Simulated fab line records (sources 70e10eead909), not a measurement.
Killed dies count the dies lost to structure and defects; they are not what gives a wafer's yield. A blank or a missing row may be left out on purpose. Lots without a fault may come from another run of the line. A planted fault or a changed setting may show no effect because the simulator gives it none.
Chamber matching || flow nand harc || 4 sister chambers for NHARC_A_CONTACT_ETCH_30 on rie diel-10
The step etches the open film in CF4/CHF3, target depth 72.6 nm, time 36.3 s. 4 wafers are shown with their chamber, then 12 later ones without.

== WAFERS, EACH WITH ITS CHAMBER ==
{"wafer": "L835.1", "chamber": 3, "showerhead plenum p Torr (Torr)": 1.50}
{"wafer": "L844.6", "chamber": 0, "showerhead plenum p Torr (Torr)": 1.49}
{"wafer": "L843.4", "chamber": 1, "showerhead plenum p Torr (Torr)": 1.62}
{"wafer": "L843.6", "chamber": 2, "showerhead plenum p Torr (Torr)": 1.46}

== WAFERS MISSING THEIR CHAMBER ==
{"wafer": "L842.3", "showerhead plenum p Torr (Torr)": 1.62}
{"wafer": "L842.4", "showerhead plenum p Torr (Torr)": 1.49}
{"wafer": "L842.6", "showerhead plenum p Torr (Torr)": 1.62}
{"wafer": "L849.3", "showerhead plenum p Torr (Torr)": 1.61}
{"wafer": "L849.4", "showerhead plenum p Torr (Torr)": 1.49}
{"wafer": "L849.6", "showerhead plenum p Torr (Torr)": 1.49}
{"wafer": "L848.1", "showerhead plenum p Torr (Torr)": 1.48}
{"wafer": "L848.3", "showerhead plenum p Torr (Torr)": 1.46}
{"wafer": "L848.5", "showerhead plenum p Torr (Torr)": 1.46}
{"wafer": "L855.2", "showerhead plenum p Torr (Torr)": 1.49}
{"wafer": "L855.5", "showerhead plenum p Torr (Torr)": 1.49}
{"wafer": "L855.6", "showerhead plenum p Torr (Torr)": 1.48}

== THE CHAMBER EACH PASSED THROUGH ==
{"wafer": "L842.3", "from the rows above": 1, "in truth": 1}
{"wafer": "L842.4", "from the rows above": 0, "in truth": 0}
{"wafer": "L842.6", "from the rows above": 1, "in truth": 1}
{"wafer": "L849.3", "from the rows above": 1, "in truth": 1}
{"wafer": "L849.4", "from the rows above": 0, "in truth": 0}
{"wafer": "L849.6", "from the rows above": 0, "in truth": 0}
{"wafer": "L848.1", "from the rows above": 0, "in truth": 0}
{"wafer": "L848.3", "from the rows above": 2, "in truth": 2}
{"wafer": "L848.5", "from the rows above": 2, "in truth": 2}
{"wafer": "L855.2", "from the rows above": 0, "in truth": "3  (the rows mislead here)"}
{"wafer": "L855.5", "from the rows above": 0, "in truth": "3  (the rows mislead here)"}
{"wafer": "L855.6", "from the rows above": 0, "in truth": 0}
Placed correctly: 10 of 12. Can't be placed from these rows: 0. 2 placed wrongly.
How it was worked out, from the rows above alone: a wafer's distance from a chamber is the root of the sum, over the readings, of the square of ((its reading less the chamber's mean) divided by the reading's scatter). If the next closest chamber is less than 2 further off than the closest, the wafer can't be placed; otherwise it belongs to the closest. The mean given for a chamber averages the wafers shown for that chamber. The scatter: with one shown wafer a chamber, the root of the mean of the squares of how far each hidden wafer lies from its nearest shown one.
